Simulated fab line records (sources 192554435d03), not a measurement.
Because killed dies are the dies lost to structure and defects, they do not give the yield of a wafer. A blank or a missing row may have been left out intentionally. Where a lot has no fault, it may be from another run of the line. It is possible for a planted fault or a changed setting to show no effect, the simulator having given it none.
Matching of chambers / flow n5-finfet / 4 sister chambers for N5_GATE_CUT_ETCH_28 on rie-diel-03
The step etches underlayer in N2/H2, target depth 13 nm, time 10.4 s. 4 wafers are shown with their chamber, then 12 later ones without.

== EACH WAFER AND ITS CHAMBER ==
wafer=L086.1; chamber=0; showerhead-plenum-p-Torr (Torr)=2.55
wafer=L090.1; chamber=2; showerhead-plenum-p-Torr (Torr)=2.55
wafer=L090.2; chamber=1; showerhead-plenum-p-Torr (Torr)=2.42
wafer=L090.6; chamber=3; showerhead-plenum-p-Torr (Torr)=2.70

== WAFERS WITH NO CHAMBER GIVEN ==
wafer=L091.4; showerhead-plenum-p-Torr (Torr)=2.70
wafer=L091.5; showerhead-plenum-p-Torr (Torr)=2.54
wafer=L091.6; showerhead-plenum-p-Torr (Torr)=2.70
wafer=L093.1; showerhead-plenum-p-Torr (Torr)=2.54
wafer=L093.3; showerhead-plenum-p-Torr (Torr)=2.70
wafer=L093.4; showerhead-plenum-p-Torr (Torr)=2.42
wafer=L095.2; showerhead-plenum-p-Torr (Torr)=2.54
wafer=L095.4; showerhead-plenum-p-Torr (Torr)=2.54
wafer=L095.5; showerhead-plenum-p-Torr (Torr)=2.54
wafer=L096.1; showerhead-plenum-p-Torr (Torr)=2.41
wafer=L096.4; showerhead-plenum-p-Torr (Torr)=2.54
wafer=L096.5; showerhead-plenum-p-Torr (Torr)=2.54

== THE CHAMBER EACH PASSED THROUGH ==
wafer=L091.4; from the rows above=3; in truth=3
wafer=L091.5; from the rows above=can't be placed: 0 or 2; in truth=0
wafer=L091.6; from the rows above=3; in truth=3
wafer=L093.1; from the rows above=can't be placed: 0 or 2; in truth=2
wafer=L093.3; from the rows above=3; in truth=3
wafer=L093.4; from the rows above=1; in truth=1
wafer=L095.2; from the rows above=can't be placed: 0 or 2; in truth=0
wafer=L095.4; from the rows above=can't be placed: 0 or 2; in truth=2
wafer=L095.5; from the rows above=can't be placed: 0 or 2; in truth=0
wafer=L096.1; from the rows above=1; in truth=1
wafer=L096.4; from the rows above=can't be placed: 0 or 2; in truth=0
wafer=L096.5; from the rows above=can't be placed: 0 or 2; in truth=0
5 of 12 placed correctly. Unplaceable from these rows: 7, with the true chamber sitting among the candidates in 7. Number placed wrongly: 0.
How it was worked out, from the rows above alone: a wafer's distance from a chamber is the root of the sum, over the readings, of the square of ((its reading less the chamber's mean) divided by the reading's scatter). If the next closest chamber is less than 2 further off than the closest, the wafer can't be placed; otherwise it belongs to the closest. Each chamber's mean is taken over the wafers shown for it. The scatter: root of mean squared gap, hidden wafer to nearest shown wafer, with one shown wafer a chamber.
